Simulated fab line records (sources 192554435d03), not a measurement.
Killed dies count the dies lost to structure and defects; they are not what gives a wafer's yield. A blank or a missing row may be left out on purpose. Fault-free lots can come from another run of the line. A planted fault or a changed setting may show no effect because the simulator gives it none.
Matching of chambers || flow n5Finfet || 4 sister chambers for N5_BEOL_M13_CMP_49 on cmp-04
The step polishes, stops on SiOC, t overpolish 17.1 s, target thk 420 nm. 8 wafers are shown with their chamber, then 7 later ones without.

## WAFERS WITH THEIR CHAMBER
{"wafer": "L077.5", "chamber": 1, "motorCurrentA (A)": 5.3, "barrierFieldEndpointS (s)": 30.3}
{"wafer": "L081.2", "chamber": 1, "motorCurrentA (A)": 5.2, "barrierFieldEndpointS (s)": 30.0}
{"wafer": "L081.3", "chamber": 0, "motorCurrentA (A)": 7.6, "barrierFieldEndpointS (s)": 30.2}
{"wafer": "L083.1", "chamber": 2, "motorCurrentA (A)": 6.1, "barrierFieldEndpointS (s)": 30.1}
{"wafer": "L083.2", "chamber": 0, "motorCurrentA (A)": 7.4, "barrierFieldEndpointS (s)": 29.8}
{"wafer": "L083.3", "chamber": 3, "motorCurrentA (A)": 5.5, "barrierFieldEndpointS (s)": 30.2}
{"wafer": "L088.1", "chamber": 2, "motorCurrentA (A)": 6.4, "barrierFieldEndpointS (s)": 31.2}
{"wafer": "L088.4", "chamber": 3, "motorCurrentA (A)": 5.1, "barrierFieldEndpointS (s)": 29.2}

## WAFERS WHOSE CHAMBER IS MISSING
{"wafer": "L088.6", "motorCurrentA (A)": 6.2, "barrierFieldEndpointS (s)": 30.5}
{"wafer": "L094.1", "motorCurrentA (A)": 6.3, "barrierFieldEndpointS (s)": 30.3}
{"wafer": "L094.5", "motorCurrentA (A)": 7.6, "barrierFieldEndpointS (s)": 31.0}
{"wafer": "L094.6", "motorCurrentA (A)": 5.1, "barrierFieldEndpointS (s)": 30.5}
{"wafer": "L092.1", "motorCurrentA (A)": 6.2, "barrierFieldEndpointS (s)": 30.2}
{"wafer": "L092.2", "motorCurrentA (A)": 7.7, "barrierFieldEndpointS (s)": 29.9}
{"wafer": "L092.4", "motorCurrentA (A)": 5.1, "barrierFieldEndpointS (s)": 29.2}

## CHAMBER TAKEN BY EACH
{"wafer": "L088.6", "from the rows above": 2, "in truth": 2}
{"wafer": "L094.1", "from the rows above": 2, "in truth": 2}
{"wafer": "L094.5", "from the rows above": 0, "in truth": 0}
{"wafer": "L094.6", "from the rows above": "can't be placed: 1 or 3", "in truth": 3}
{"wafer": "L092.1", "from the rows above": 2, "in truth": 2}
{"wafer": "L092.2", "from the rows above": 0, "in truth": 0}
{"wafer": "L092.4", "from the rows above": "can't be placed: 3 or 1", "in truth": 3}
5 of 7 placed correctly. Can't be placed from these rows: 2 (the true chamber is among the candidates in 2). Wrongly placed: 0.
How it was worked out, from the rows above alone: a wafer's distance from a chamber is the root of the sum, over the readings, of the square of ((its reading less the chamber's mean) divided by the reading's scatter). The wafer belongs to the nearest chamber; if the next one is less than 2 further off, it can't be placed. Each chamber's mean is taken over the wafers shown for it. The scatter is the square root of a quotient: the sum, over the shown wafers, of each reading's squared deviation from its chamber's mean, divided by wafers minus chambers.
